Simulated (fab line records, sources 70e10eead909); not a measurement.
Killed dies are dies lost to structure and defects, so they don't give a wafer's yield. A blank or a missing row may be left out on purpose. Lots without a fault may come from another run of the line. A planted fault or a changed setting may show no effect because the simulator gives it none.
fab line records | flow nand_harc
record lots=14 wafers=42 last_day=25
route steps=1159 shown P_GATE@200 P_CONTACT@219
lots that met no fault: from a run of the same line without faults
start_h: hours from the record's first day to the start of the lot's first wafer shown | wait_h: hours since the lot's step before | " the same as in the row above | L1.1+2: a row that stands for several wafers | - no value, or no start given | * or withheld: withheld | < > ~ a bound
route shown NAME@n: a module of which the file shows steps, and the number in the route of the first | usual: mean/standard deviation of fault-free wafers | same: alike in all rows | chamber/n: place in a boat | sites: the reading at each site | _std_site: their standard deviation | _edge_site: outer sites' mean less inner sites' | radius_mm: how far each site lies from the wafer's centre | mask NAME#n: copy n | behind: the tool/chamber that last shaped the wafer | hold: why the lot was held/for how many hours/how that ended | device: the transistor (n, p or np) that didn't switch | end of line: the same wafers' tests at the end of the route | a step without rows: its recipe alone | killed: dies lost to structure and defects at the first sort, not the wafer's yield | map: a wafer's dies, x killed, . not, _ none there
set.NAME: the setting as run; set.NAME@STEP: as run at that earlier step | model.NAME: the simulator's own value behind a step, which no gauge read
steps of the route over a sample of lots; a table a step, a row a wafer
services: from which hour (start_h, from the record's first day; less than 0 if before it) a tool's chamber was out of use, for how many hours, and why
## steps
# step NHARC_P_GATE_CD_MEAS_91
# recipe target_cd_nm=2000 landing_energy_ev=500
# usual cd_nm=2000.3/2
# columns lot.wafer tool chamber start_h wait_h cd_nm
L147.1 cd_sem-03 0 105.58 - 1999.2
L147.5 " 0 " " 1998.2
L147.6 " 0 " " 1997.2
L149.3 cd_sem-02 0 117.19 - 2002.0
L149.4 " 0 " " 2002.1
L149.5 " 0 " " 2001.3
L150.3 cd_sem-03 0 123.26 - 2002.5
L150.4 " 0 " " 2003.4
L150.6 " 0 " " 2001.3
L154.1 cd_sem-03 0 140.25 - 1999.2
L154.3 " 0 " " 1996.6
L154.4 " 0 " " 2000.1
L153.2 cd_sem-03 0 141.31 - 1999.8
L153.5 " 0 " " 2000.2
L153.6 " 0 " " 1998.6
L157.4 cd_sem-01 0 168.06 - 1997.7
L157.5 " 0 " " 2000.5
L157.6 " 0 " " 1998.7
L163.3 cd_sem-02 0 199.91 - 1999.5
L163.5 " 0 " " 2000.0
L163.6 " 0 " " 2001.5
L162.1 cd_sem-01 0 200.00 - 1995.8
L162.2 " 0 " " 1999.9
L162.5 " 0 " " 1997.8
L165.2 cd_sem-03 0 211.54 - 2004.2
L165.3 " 0 " " 2003.1
L165.6 " 0 " " 2001.4
L164.1 cd_sem-01 0 212.37 - 2004.9
L164.4 " 0 " " 2003.2
L164.6 " 0 " " 2001.8
L167.1 cd_sem-02 0 224.80 - 1996.8
L167.3 " 0 " " 1997.4
L167.4 " 0 " " 1999.8
L168.2 cd_sem-01 0 231.49 - 2000.3
L168.4 " 0 " " 1998.0
L168.5 " 0 " " 1998.5
L169.1 cd_sem-03 0 232.49 - 1999.2
L169.2 " 0 " " 1999.9
L169.5 " 0 " " 1998.4
L170.2 cd_sem-03 0 242.54 - 2000.8
L170.3 " 0 " " 2001.1
L170.5 " 0 " " 2001.7
# step NHARC_P_CONTACT_CMP_01
# recipe target_thk_nm=200 material=SiO2
# usual motor_current_A=12.1/1.3
# columns lot.wafer tool chamber start_h wait_h motor_current_A
L147.1 cmp-03 1 110.11 - 12.3
L147.6 " 3 " " 13.3
L147.5 " 0 " " 11.3
L149.3 cmp-02 1 121.06 - 9.5
L149.4 " 0 " " 11.4
L149.5 " 1 " " 9.5
L150.3 cmp-01 2 127.17 - 14.2
L150.4 " 3 " " 11.4
L150.6 " 1 " " 10.6
L154.4 cmp-03 0 144.12 - 11.7
L154.3 " 2 " " 12.5
L154.1 " 3 " " 14.0
L153.2 cmp-03 2 145.20 - 13.0
L153.6 " 2 " " 13.4
L153.5 " 3 " " 13.3
L157.4 cmp-03 1 171.92 - 13.2
L157.5 " 1 " " 13.0
L157.6 " 2 " " 13.0
L163.3 cmp-02 0 203.94 - 11.2
L163.6 " 3 " " 11.7
L163.5 " 0 " " 11.4
L162.2 cmp-03 3 204.07 - 12.8
L162.1 " 0 " " 12.2
L162.5 " 2 " " 12.7
L165.2 cmp-01 2 215.42 - 14.1
L165.3 " 3 " " 11.6
L165.6 " 2 " " 13.7
L164.1 cmp-01 3 216.27 - 11.6
L164.4 " 0 " " 13.4
L164.6 " 2 " " 13.7
L167.3 cmp-03 1 228.98 - 13.0
L167.4 " 2 " " 13.0
L167.1 " 3 " " 13.4
L168.2 cmp-02 3 235.51 - 11.2
L168.4 " 0 " " 11.6
L168.5 " 1 " " 9.9
L169.1 cmp-02 1 236.67 - 9.8
L169.2 " 2 " " 9.9
L169.5 " 2 " " 10.0
L170.3 cmp-03 0 247.03 0.4 12.1
L170.2 " 1 " " 13.3
L170.5 " 3 " " 12.9
# step NHARC_P_CONTACT_EXPOSE_09
# recipe na=1.35 target_cd_nm=90 dose_mj=81.26 mask_id=P_CA
# usual exposure_dose_mJ_cm2=81.19/0.084 focus_offset_nm=0.1/0.51
# columns lot.wafer tool chamber start_h wait_h mask exposure_dose_mJ_cm2 focus_offset_nm
L147.1 arfi_scanner-01 0 110.78 - P_CA#0 81.14 0.5
L147.5 " 0 " " P_CA#0 81.28 0.1
L147.6 " 0 " " P_CA#0 81.13 0.7
L149.3 arfi_scanner-03 0 121.64 - P_CA#0 81.14 -0.3
L149.4 " 0 " " P_CA#0 81.12 0.2
L149.5 " 0 " " P_CA#0 81.19 -0.3
L150.3 arfi_scanner-02 0 127.82 - P_CA#0 81.20 0.0
L150.4 " 0 " " P_CA#0 81.25 -0.3
L150.6 " 0 " " P_CA#0 81.23 0.0
L154.1 arfi_scanner-03 - 144.82 - P_CA#0 - -
L154.3 " - " " P_CA#0 - -
L154.4 " - " " P_CA#0 - -
L153.2 arfi_scanner-02 - 145.90 - P_CA#0 - -
L153.5 " - " " P_CA#0 - -
L153.6 " - " " P_CA#0 - -
L157.4 arfi_scanner-03 0 172.62 - P_CA#0 81.32 0.2
L157.5 " 0 " " P_CA#0 81.21 -0.5
L157.6 " 0 " " P_CA#0 81.16 0.5
L163.3 arfi_scanner-02 0 204.49 - P_CA#0 81.21 -0.5
L163.5 " 0 " " P_CA#0 81.24 -0.4
L163.6 " 0 " " P_CA#0 81.30 -0.4
L162.1 arfi_scanner-03 0 204.71 - P_CA#0 81.15 0.0
L162.2 " 0 " " P_CA#0 81.18 0.5
L162.5 " 0 " " P_CA#0 81.23 0.1
L165.2 arfi_scanner-02 0 216.12 - P_CA#0 81.10 -0.4
L165.3 " 0 " " P_CA#0 81.24 -0.5
L165.6 " 0 " " P_CA#0 81.14 0.4
L164.1 arfi_scanner-01 0 216.93 - P_CA#0 81.16 0.3
L164.4 " 0 " " P_CA#0 81.21 0.1
L164.6 " 0 " " P_CA#0 81.16 0.2
L167.1 arfi_scanner-02 0 229.65 - P_CA#0 81.19 0.0
L167.3 " 0 " " P_CA#0 81.11 -0.5
L167.4 " 0 " " P_CA#0 81.27 -0.1
L168.2 arfi_scanner-02 0 236.04 - P_CA#0 81.29 1.0
L168.4 " 0 " " P_CA#0 81.27 -0.3
L168.5 " 0 " " P_CA#0 81.22 0.6
L169.1 arfi_scanner-01 0 237.37 - P_CA#0 81.00 0.1
L169.2 " 0 " " P_CA#0 81.02 0.1
L169.5 " 0 " " P_CA#0 81.08 0.2
L170.2 arfi_scanner-01 0 247.58 - P_CA#0 81.24 0.2
L170.3 " 0 " " P_CA#0 81.21 0.5
L170.5 " 0 " " P_CA#0 81.26 0.7
# step NHARC_P_CONTACT_ETCH_35
# recipe target_depth_a=390 over_etch_frac=0.3 time_s=65 ion_energy_ev=80 cf4_flow_sccm=150 ar_flow_sccm=0 rf_w=300 bias_w=100 chemistry=CF4
# usual drypump_motor_current_A=5.5/0.43 oes_product_au=0.998/0.011 rf_vpp_V=151.1/1.3 showerhead_plenum_p_Torr=1.76/0.081 throttle_valve_pct=13.284/0.0094
# columns lot.wafer tool chamber start_h wait_h drypump_motor_current_A oes_product_au rf_hours_counter_h rf_vpp_V showerhead_plenum_p_Torr throttle_valve_pct
L147.1 rie_diel-12 3 111.22 0.1 5.7 0.995 7 152.5 1.78 13.283
L147.6 " 1 " " 4.9 1.009 - 149.4 1.65 13.273
L147.5 " 2 " " 5.4 0.989 - 152.3 1.89 13.283
L149.4 rie_diel-03 3 122.05 0.1 6.2 0.992 24 150.1 1.68 13.286
L149.3 " 0 " " 5.3 1.003 20 151.8 1.72 13.276
L149.5 " 2 " " 5.3 1.002 - 150.9 1.65 13.289
L150.3 rie_diel-05 1 128.22 0.1 6.5 0.980 13 151.3 1.77 13.278
L150.4 " 0 " " 5.0 1.010 13 153.3 1.88 13.261
L150.6 " 2 " " 5.8 1.015 - 152.1 1.79 13.288
L154.3 rie_diel-05 0 145.24 0.1 5.0 1.012 16 152.6 1.88 13.273
L154.4 " 1 " " 6.5 0.980 15 151.6 1.77 13.284
L154.1 " 2 " " 5.7 1.015 17 151.3 1.79 13.282
L153.2 rie_diel-05 3 146.32 0.1 5.6 1.006 18 150.4 1.73 13.282
L153.5 " 3 " " 5.6 1.012 - 150.3 1.73 13.287
L153.6 " 0 " " 5.0 1.013 - 153.0 1.88 13.271
L157.4 rie_diel-05 0 173.03 0.1 5.0 1.006 0 152.8 1.87 13.288
L157.6 " 2 " " 5.8 1.007 - 150.9 1.79 13.267
L157.5 " 3 " " 5.6 1.008 - 150.7 1.73 13.290
L163.3 rie_diel-05 0 204.92 0.1 5.0 0.998 2 150.6 1.87 13.285
L163.5 " 2 " " 5.7 1.000 - 153.4 1.79 13.281
L163.6 " 3 " " 5.6 0.995 - 150.8 1.73 13.268
L162.1 rie_diel-03 3 205.13 0.1 6.2 1.005 55 150.0 1.67 13.284
L162.2 " 0 " " 5.2 1.000 52 151.4 1.71 13.275
L162.5 " 1 " " 5.7 1.000 - 150.6 1.66 13.279
L165.3 rie_diel-05 2 216.52 0.1 5.7 1.002 3 152.0 1.79 13.284
L165.2 " 1 " " 6.6 0.991 3 150.7 1.76 13.294
L165.6 " 3 " " 5.6 0.997 - 150.9 1.73 13.294
L164.1 rie_diel-12 3 217.36 0.1 5.7 1.003 1 151.6 1.78 13.284
L164.4 " 0 " " 5.4 0.986 1 149.3 1.67 13.295
L164.6 " 3 " " 5.7 1.004 - 150.7 1.78 13.289
L167.3 rie_diel-12 0 230.08 0.1 5.4 1.000 2 148.9 1.67 13.286
L167.1 " 1 " " 4.9 1.013 2 149.8 1.65 13.291
L167.4 " 1 " " 4.9 1.005 - 148.6 1.65 13.291
L168.2 rie_diel-05 3 236.44 0.1 5.6 1.004 5 149.9 1.73 13.287
L168.4 " 1 " " 6.5 0.991 6 153.2 1.76 13.270
L168.5 " 0 " " 5.0 1.001 - 153.0 1.87 13.295
L169.1 rie_diel-12 0 237.79 0.1 5.4 0.986 3 150.8 1.67 13.280
L169.2 " 3 " " 5.7 0.993 3 151.8 1.78 13.271
L169.5 " 1 " " 4.9 0.997 - 150.4 1.65 13.287
L170.3 rie_diel-12 0 247.99 0.1 5.4 0.973 4 149.7 1.67 13.274
L170.2 " 2 " " 5.4 0.999 3 153.9 1.89 13.284
L170.5 " 1 " " 4.9 1.013 - 150.8 1.65 13.276
## services
# columns tool chamber start_h hours kind
cmp-01 - 94.78 13.5 repair
rie_diel-12 - 98.90 0.5 repair
rie_diel-12 - 111.72 1.3 repair
cmp-02 - 123.36 1.9 repair
arfi_scanner-02 - 130.00 0.8 repair
cmp-03 - 136.97 4.2 repair
arfi_scanner-03 - 140.00 4.0 pm
rie_diel-05 1 145.84 5.1 repair
cmp-02 - 148.61 4.0 pm
rie_diel-12 - 158.39 0.3 repair
cmp-03 - 160.36 4.0 pm
rie_diel-05 - 163.60 9.0 pm
cmp-01 - 179.69 4.0 pm
rie_diel-12 1 181.79 5.6 repair
cmp-03 - 186.84 3.4 repair
arfi_scanner-03 - 193.35 0.6 repair
arfi_scanner-01 - 196.00 4.0 pm
rie_diel-12 - 202.40 9.0 pm
cmp-02 - 206.51 1.8 repair
rie_diel-12 3 220.01 3.9 repair
cmp-02 - 222.68 1.0 repair
rie_diel-12 2 228.08 11.1 repair
cmp-03 - 239.48 0.4 repair
cmp-02 - 246.61 4.0 pm
## key
first_sign step=NHARC_P_CONTACT_EXPOSE_09 reading=tool_record direction=missing
effect none on later readings
met_at NHARC_P_CONTACT_EXPOSE_09
struck_lots L153,L154
later_rows_left_out L153.2,L153.5,L153.6,L154.1,L154.3,L154.4
sort_left_out L153.2,L153.5,L153.6,L154.1,L154.3,L154.4
tester_left_out L153,L154
not_acting_at NHARC_P_GATE_CD_MEAS_91,NHARC_P_CONTACT_CMP_01,NHARC_P_CONTACT_ETCH_35
onset_between 127.82 144.82
fault kind=skipped_step_whole tool=arfi_scanner-02,arfi_scanner-03 chamber=- onset_h=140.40 steps=NHARC_P_CONTACT_EXPOSE_09 scope=struck_lots_only
# tester_left_out: of these lots the tester's yield and bins aren't shown, on N5 and GAA mostly nor the transistor test; their killed dies are dies lost to structure and defects alone, not to doping, threshold or leakage, so they don't give the yield
# sort_left_out: the simulated sort isn't trusted on such a fault, so these wafers' sort isn't shown, and their yield isn't known
# later_rows_left_out: the simulator's readings of these wafers behind a module that went badly wrong aren't trusted and aren't shown, but for the sort
